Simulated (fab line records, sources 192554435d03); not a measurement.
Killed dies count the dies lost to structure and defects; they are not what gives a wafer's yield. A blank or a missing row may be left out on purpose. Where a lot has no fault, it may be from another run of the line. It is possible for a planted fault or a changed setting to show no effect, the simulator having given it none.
fab line records | flow n5Finfet
record lots=10 wafers=30 lastDay=18
route steps=1938 shown BEOL_M4@1094 BEOL_M5@1113
lots untouched by any fault: they come from a run of this same line in which no faults occurred
startH: the number of hours between the record's first day and the start of the first shown wafer of the lot | waitH: hours from the lot's prior step to this one | " the same as in the row above | L1.1+2: several wafers, shown together as one row | - no value, or no start was given | * or withheld: withheld | < > ~ a bound
route shown NAME@n: names a module that has steps shown in the file, with the first one's number in the route | usual: mean and standard deviation over wafers with no fault | same: alike in all rows | chamber/n: place in a boat | sites: the reading at each site | _std_site: standard deviation across them | _edge_site: inner sites' mean taken away from outer sites' mean | radiusMm: for every site, how far away it sits from the centre of the wafer | mask NAME#n: copy n | behind: the last tool/chamber to shape the wafer | hold: why the lot was held/for how many hours/how that ended | device: which transistor (n, p or np) failed to switch | end of line: at the end of the route, the tests of the same wafers | a step given without rows: its recipe and nothing more | killed: dies lost to structure and defects at the first sort, not the wafer's yield | map: shows each die of a wafer: x if killed, . if not, _ if none is there
set.NAME: setting as actually run; set.NAME@STEP: the setting as run at that earlier step | model.NAME: the simulator's own value behind a step, which no gauge read
route steps across a sampled set of lots; one table per step, one row per wafer
services: a tool's chamber out of use, with start hour (startH, from the record's first day; less than 0 if before it), hours out, and reason
## steps
# step N5_BEOL_M4_SPUTTER_90
# recipe material=Cu targetThkA=45 tempC=-20 chamberPressurePa=0.07 powerW=withheld timeS=8.29
# usual throttleValvePct=29.8/1
# columns lot.wafer tool chamber startH waitH throttleValvePct
L701.2 pvdSputter-01 - 158.89 0.1 29.4
L701.4 " - " " 29.4
L701.6 " - " " 29.0
L702.1 pvdSputter-01 - 178.35 0.1 29.3
L702.4 " - " " 30.4
L702.5 " - " " 30.1
L704.1 pvdSputter-03 - 185.03 0.1 31.2
L704.5 " - " " 31.4
L704.6 " - " " 30.7
L705.1 pvdSputter-02 - 190.52 0.1 28.4
L705.2 " - " " 30.0
L705.3 " - " " 28.1
L706.1 pvdSputter-02 - 198.10 0.1 28.4
L706.3 " - " " 31.3
L706.6 " - " " 30.1
L707.1 pvdSputter-01 - 210.91 0.1 30.1
L707.2 " - " " 30.1
L707.5 " - " " 29.7
L716.3 pvdSputter-01 - 268.12 0.1 30.3
L716.4 " - " " 29.0
L716.6 " - " " 30.1
L720.2 pvdSputter-03 - 294.16 0.1 31.1
L720.4 " - " " 28.5
L720.5 " - " " 28.6
L718.1 pvdSputter-01 - 294.31 0.1 30.3
L718.3 " - " " 29.0
L718.4 " - " " 30.3
L722.1 pvdSputter-03 - 317.74 0.1 28.8
L722.4 " - " " 30.8
L722.5 " - " " 30.8
# step N5_BEOL_M4_ANNEAL_51
# recipe tempC=225 timeS=90 ambient=N2
# usual wafer_temp_C_max=226.31/0.28
# columns lot.wafer tool chamber startH waitH wafer_temp_C_max
L701.2 rtpAnneal-02 0 159.80 0.1 226.27
L701.4 " 0 " " 226.07
L701.6 " 0 " " 226.73
L702.1 rtpAnneal-01 0 179.65 0.5 226.11
L702.4 " 0 " " 226.27
L702.5 " 0 " " 226.25
L704.1 rtpAnneal-01 0 185.89 0.1 226.35
L704.5 " 0 " " 226.89
L704.6 " 0 " " 226.27
L705.1 rtpAnneal-02 0 191.39 0.1 226.50
L705.2 " 0 " " 226.35
L705.3 " 0 " " 226.57
L706.1 rtpAnneal-02 0 198.98 0.1 226.76
L706.3 " 0 " " 226.12
L706.6 " 0 " " 226.44
L707.1 rtpAnneal-02 0 211.77 0.1 226.30
L707.2 " 0 " " 226.44
L707.5 " 0 " " 226.90
L716.3 rtpAnneal-02 0 269.07 0.1 225.81
L716.4 " 0 " " 226.14
L716.6 " 0 " " 225.84
L720.2 rtpAnneal-01 0 295.13 0.2 226.35
L720.4 " 0 " " 226.39
L720.5 " 0 " " 225.95
L718.1 rtpAnneal-02 0 295.23 0.1 225.78
L718.3 " 0 " " 226.39
L718.4 " 0 " " 226.17
L722.1 rtpAnneal-02 0 318.79 0.2 226.75
L722.4 " 0 " " 226.49
L722.5 " 0 " " 226.47
# step N5_BEOL_M4_CO_CAP_55
# recipe material=Co targetThkA=20 tempC=200 precursor=CCTBA/H2 pressureTorr=30 timeS=102.1
# usual heaterPowerW=251/30 runLengthS=124.7/0.41
# columns lot.wafer tool chamber startH waitH heaterPowerW runLengthS
L701.2 cvdCo-01 2 160.42 0.0 210 124.7
L701.4 " 0 " " 247 124.2
L701.6 " 2 " " 210 124.8
L702.1 cvdCo-01 1 180.32 0.0 248 125.8
L702.4 " 0 " " 241 124.7
L702.5 " 1 " " 247 125.0
L704.1 cvdCo-01 0 186.63 0.0 252 124.8
L704.5 " 0 " " 245 124.9
L704.6 " 1 " " 237 125.2
L705.1 cvdCo-02 2 192.09 0.0 256 124.2
L705.2 " 0 " " 269 123.9
L705.3 " 0 " " 270 124.5
L706.1 cvdCo-01 2 199.64 0.0 211 124.9
L706.3 " 1 " " 247 124.9
L706.6 " 0 " " 252 124.6
L707.1 cvdCo-01 2 212.44 0.0 205 124.7
L707.2 " 1 " " 248 125.5
L707.5 " 2 " " 210 124.8
L716.3 cvdCo-01 1 269.65 0.0 246 125.1
L716.4 " 0 " " 250 166.1
L716.6 " 1 " " 245 125.0
L720.2 cvdCo-01 1 295.75 0.0 253 125.4
L720.4 " 1 " " 247 167.1
L720.5 " 2 " " 213 166.7
L718.1 cvdCo-02 2 295.90 0.0 259 124.5
L718.3 " 1 " " 322 124.8
L718.4 " 0 " " 272 124.2
L722.1 cvdCo-02 1 319.64 0.0 325 124.9
L722.4 " 2 " " 255 124.7
L722.5 " 1 " " 317 124.9
# step N5_BEOL_M4_RC_MEAS_101
# usual DIBL_N=36.0/2.5 DIBL_P=36.7/3 IOFF_N=0.16/0.043 IOFF_P=0.21/0.049 ION_N=673/15 ION_P=461/9.8 SS_N=71.5/0.83 SS_P=73.4/0.83 VT_N=250/4 VT_P=-251/4
# columns lot.wafer tool chamber startH waitH DIBL_N[mV/V] DIBL_P[mV/V] IOFF_N[nA/um] IOFF_P[nA/um] ION_N[uA/um] ION_P[uA/um] SS_N[mV/dec] SS_P[mV/dec] VT_N[mV] VT_P[mV]
L701.2 prober-02 0 160.81 0.2 41.7 41.5 0.27 0.30 687 465 73.2 75.1 244 -247
L701.4 " 0 " " 36.4 34.4 0.14 0.17 663 449 71.2 73.3 255 -257
L701.6 " 0 " " 36.7 34.5 0.15 0.18 664 449 71.7 74.0 255 -255
L702.1 prober-02 0 180.56 0.0 36.6 37.3 0.18 0.19 697 468 71.9 74.1 248 -254
L702.4 " 0 " " 38.3 38.7 0.20 0.22 686 459 72.2 74.5 247 -251
L702.5 " 0 " " 34.3 34.4 0.13 0.16 676 463 70.9 73.0 254 -255
L704.1 prober-01 0 186.86 0.0 29.9 30.0 0.09 0.13 677 470 69.7 71.6 256 -257
L704.5 " 0 " " 35.4 36.9 0.16 0.22 671 467 71.6 72.5 245 -249
L704.6 " 0 " " 32.0 32.9 0.11 0.17 675 475 71.5 71.8 254 -250
L705.1 prober-01 0 192.36 0.0 40.5 41.9 0.23 0.29 687 465 72.0 73.8 244 -245
L705.2 " 0 " " 32.2 32.5 0.09 0.15 647 452 69.8 71.4 258 -253
L705.3 " 0 " " 38.0 39.1 0.18 0.24 681 465 71.5 73.0 248 -247
L706.1 prober-01 0 199.92 0.0 34.7 36.8 0.13 0.22 668 469 71.1 74.0 250 -248
L706.3 " 0 " " 39.3 41.9 0.24 0.32 697 476 72.0 74.6 244 -243
L706.6 " 0 " " 35.2 37.8 0.14 0.23 660 461 70.2 74.2 253 -248
L707.1 prober-02 0 212.67 0.0 30.3 32.5 0.10 0.14 645 441 71.2 71.8 256 -257
L707.2 " 0 " " 31.6 34.5 0.12 0.16 651 453 70.9 72.6 252 -254
L707.5 " 0 " " 36.3 39.7 0.23 0.26 681 464 73.6 73.7 244 -246
L716.3 prober-01 0 270.19 0.3 34.1 34.3 0.12 0.15 682 458 70.1 72.9 251 -257
L716.4 " 0 " " 37.5 37.5 0.18 0.20 693 462 72.1 74.3 249 -252
L716.6 " 0 " " 33.7 34.6 0.12 0.17 666 460 71.0 73.0 253 -252
L718.1 prober-02 0 296.13 0.0 34.8 37.1 0.16 0.19 679 462 71.5 73.4 248 -252
L718.3 " 0 " " 31.6 33.3 0.11 0.14 664 454 70.2 72.8 258 -256
L718.4 " 0 " " 27.6 28.4 0.07 0.11 649 455 69.4 71.7 258 -257
L720.2 prober-01 0 296.14 0.2 37.2 38.7 0.19 0.26 677 464 71.9 73.6 248 -248
L720.4 " 0 " " 33.4 33.9 0.13 0.19 662 463 70.9 72.9 253 -250
L720.5 " 0 " " 34.2 34.3 0.15 0.20 682 472 71.5 72.6 246 -249
L722.1 prober-01 0 319.88 0.0 36.6 39.2 0.19 0.24 694 479 70.8 73.8 242 -249
L722.4 " 0 " " 35.8 38.0 0.16 0.21 684 469 71.7 73.5 248 -251
L722.5 " 0 " " 35.0 36.9 0.14 0.20 669 461 71.0 73.1 252 -250
# step N5_BEOL_M5_CURE_79
# recipe tempC=385 timeS=240 ambient=He/Ar material=SiCOH_lowk
# usual lampPowerPct=52.32/0.052 wafer_temp_C_max=387.0/0.54
# columns lot.wafer tool chamber startH waitH lampPowerPct wafer_temp_C_max
L701.2 uvCure-01 1 161.76 0.1 52.27 387.8
L701.4 " 1 " " 52.31 387.3
L701.6 " 1 " " 52.25 387.3
L702.1 uvCure-01 2 181.59 0.0 52.32 387.2
L702.4 " 2 " " 52.31 387.6
L702.5 " 2 " " 52.29 387.2
L704.1 uvCure-03 1 187.89 0.0 52.23 386.3
L704.5 " 1 " " 52.40 386.4
L704.6 " 1 " " 52.41 386.2
L705.1 uvCure-02 2 193.38 0.0 52.28 387.9
L705.2 " 2 " " 52.25 387.3
L705.3 " 2 " " 52.31 387.2
L706.1 uvCure-02 1 200.95 0.0 52.34 386.7
L706.3 " 1 " " 52.34 386.8
L706.6 " 1 " " 52.26 386.2
L707.1 uvCure-02 2 213.70 0.0 52.31 387.4
L707.2 " 2 " " 52.31 387.7
L707.5 " 2 " " 52.33 387.3
L716.3 uvCure-01 2 271.06 0.2 52.29 387.0
L716.4 " 2 " " 52.37 387.1
L716.6 " 2 " " 52.30 387.3
L718.1 uvCure-02 2 297.16 0.0 52.27 387.0
L718.3 " 2 " " 52.29 387.2
L718.4 " 2 " " 52.32 387.2
L720.2 uvCure-03 2 297.17 0.2 52.39 386.8
L720.4 " 2 " " 52.28 386.7
L720.5 " 2 " " 52.43 386.0
L722.1 uvCure-01 0 320.90 0.0 52.35 387.2
L722.4 " 0 " " 52.32 386.7
L722.5 " 0 " " 52.29 387.0
## services
# columns tool chamber startH hours kind
cvdCo-02 - 140.44 0.7 repair
uvCure-03 - 156.28 0.6 repair
rtpAnneal-01 - 159.41 5.1 pm
uvCure-02 - 172.99 1.0 pm
uvCure-03 - 192.98 0.3 repair
uvCure-03 - 208.83 2.1 pm
cvdCo-01 0 244.46 12.5 repair
cvdCo-02 - 244.92 1.4 repair
uvCure-01 - 249.66 0.5 repair
uvCure-01 - 250.81 0.8 repair
uvCure-03 - 264.08 1.0 pm
uvCure-01 - 276.86 1.2 repair
uvCure-01 - 292.76 14.6 pm
pvdSputter-02 - 311.06 2.8 repair
cvdCo-02 1 311.17 4.9 repair
cvdCo-02 0 316.12 3.0 repair
## key
firstSign step=N5_BEOL_M4_CO_CAP_55 reading=runLengthS direction=up sigmas=99+ usual=* struck=*
effect none on later readings
metAt N5_BEOL_M4_CO_CAP_55
struckLots L716,L720
struckWafers L716.4,L720.4,L720.5
notActingAt N5_BEOL_M4_SPUTTER_90,N5_BEOL_M4_ANNEAL_51,N5_BEOL_M5_CURE_79
onsetBetween 212.44 269.65
fault kind=processParameterDrift tool=cvdCo-01 chamber=- onsetH=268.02 steps=N5_BEOL_M4_CO_CAP_55 channel=timeS offset=* shape=step endH=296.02 scope=struckWafersOnly actsIn=* stated=*
